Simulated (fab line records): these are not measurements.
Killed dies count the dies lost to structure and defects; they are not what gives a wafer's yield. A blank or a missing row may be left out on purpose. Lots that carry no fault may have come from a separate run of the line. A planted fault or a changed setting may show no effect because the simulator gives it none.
Matching of chambers | flow nandHarc | 4 sister chambers for NHARC_A_M0_CMP_23 on cmp-04
The step polishes, t overpolish 20 s, target thk 113.75 nm. 16 wafers are shown with their chamber, then 8 later ones without.

## EACH WAFER AND ITS CHAMBER
wafer  | chamber | motorCurrentA (A) | timeToEndpointS (s) | slurryFilterDpKPa (kPa)
L077.1 | 1       | 15.5              | 31.0                | 13.56
L077.3 | 0       | 11.8              | 31.1                | 13.57
L077.6 | 1       | 14.8              | 30.4                | 13.38
L075.4 | 1       | 14.1              | 33.3                | 13.35
L075.5 | 2       | 13.5              | 30.5                | 13.59
L075.6 | 1       | 15.0              | 32.7                | 13.66
L079.2 | 0       | 12.2              | 30.5                | 13.50
L079.4 | 1       | 13.8              | 30.6                | 13.58
L079.6 | 3       | 11.4              | 29.9                | 13.65
L081.1 | 2       | 12.9              | 29.3                | 13.23
L081.4 | 3       | 11.5              | 30.7                | 13.61
L081.6 | 3       | 11.5              | 28.8                | 13.69
L090.1 | 0       | 11.9              | 30.4                | 13.21
L090.4 | 3       | 11.8              | 29.7                | 13.59
L090.6 | 0       | 11.2              | 29.7                | 13.31
L091.1 | 2       | 13.0              | 29.0                | 13.40

SIGNATURES, as means of the wafers listed above
reading           | chamber 0 | chamber 1 | chamber 2 | chamber 3 | scatter within a chamber
motorCurrentA     | 11.775    | 14.640    | 13.133    | 11.550    | 0.476
timeToEndpointS   | 30.425    | 31.600    | 29.600    | 29.775    | 0.956
slurryFilterDpKPa | 13.3975   | 13.5060   | 13.4067   | 13.6350   | 0.137
Rule: for a wafer and a chamber, the distance is found by dividing, reading by reading, the gap between the wafer's reading and the chamber's mean by the reading's scatter, squaring, summing and taking the root. The wafer belongs to the nearest chamber; if the next one is less than 2 further off, it can't be placed. The scatter: the root of (the sum of the squares of (reading less its chamber's mean) over the shown wafers, divided by (wafers less chambers)).

## WAFERS WITHOUT THEIR CHAMBER
wafer  | motorCurrentA (A) | timeToEndpointS (s) | slurryFilterDpKPa (kPa)
L091.3 | 14.6              | 30.4                | 13.56
L091.6 | 11.2              | 30.0                | 13.74
L097.1 | 11.3              | 28.8                | 13.57
L097.4 | 12.8              | 26.3                | 13.67
L097.6 | 11.7              | 24.1                | 13.44
L094.3 | 10.9              | 27.5                | 13.43
L094.5 | 13.1              | 28.1                | 13.38
L094.6 | 14.9              | 29.1                | 13.49

## THE CHAMBER EACH PASSED THROUGH
wafer  | from the rows above          | in truth
L091.3 | 1                            | 1
L091.6 | can't be placed: 3 or 0      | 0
L097.1 | can't be placed: 3 or 0      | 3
L097.4 | can't be placed: 2 or 3 or 0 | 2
L097.6 | can't be placed: 3 or 2 or 0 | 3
L094.3 | can't be placed: 3 or 0      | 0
L094.5 | 2                            | 2
L094.6 | can't be placed: 1 or 2      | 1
Correct placement for 2 of the 8. Not placeable from these rows: 6 (in 6, the candidates include the true chamber). Placed wrongly: 0.
